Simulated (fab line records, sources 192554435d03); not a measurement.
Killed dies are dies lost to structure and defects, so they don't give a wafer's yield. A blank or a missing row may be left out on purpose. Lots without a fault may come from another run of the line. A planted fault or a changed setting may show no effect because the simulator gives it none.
Chamber matching | flow n5_finfet | N5_BEOL_M0_SAQP_ALD_48 on ald_sin-04: 4 sister chambers
The step deposits SiO2, target thk 20 nm, pulse time 1 s, co reactant pulse time 1 s. 4 wafers are shown with their chamber, then 7 later ones without.

WAFERS WITH THEIR CHAMBER
wafer  | chamber | heater_power_w (W)
L215.2 | 1       | 78
L215.6 | 3       | 86
L217.1 | 0       | 80
L217.4 | 2       | 90

WAFERS WITHOUT THEIR CHAMBER
wafer  | heater_power_w (W)
L217.6 | 85
L227.2 | 80
L227.3 | 87
L227.4 | 91
L228.1 | 89
L228.3 | 78
L228.4 | 93

WHICH CHAMBER EACH WENT THROUGH
wafer  | from the rows above     | in truth
L217.6 | 3                       | 3
L227.2 | can't be placed: 0 or 1 | 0
L227.3 | can't be placed: 3 or 2 | 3
L227.4 | 2                       | 2
L228.1 | can't be placed: 2 or 3 | 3
L228.3 | can't be placed: 1 or 0 | 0
L228.4 | 2                       | 2
Placed correctly: 3 of 7. Can't be placed from these rows: 4 (the true chamber is among the candidates in 4). Placed wrongly: 0.
How it was worked out, from the rows above alone: a wafer's distance from a chamber is the root of the sum, over the readings, of the square of ((its reading less the chamber's mean) divided by the reading's scatter). The wafer belongs to the nearest chamber; if the next one is less than 2 further off, it can't be placed. A chamber's mean is the mean of its shown wafers. The scatter: with one shown wafer a chamber, the root of the mean of the squares of how far each hidden wafer lies from its nearest shown one.
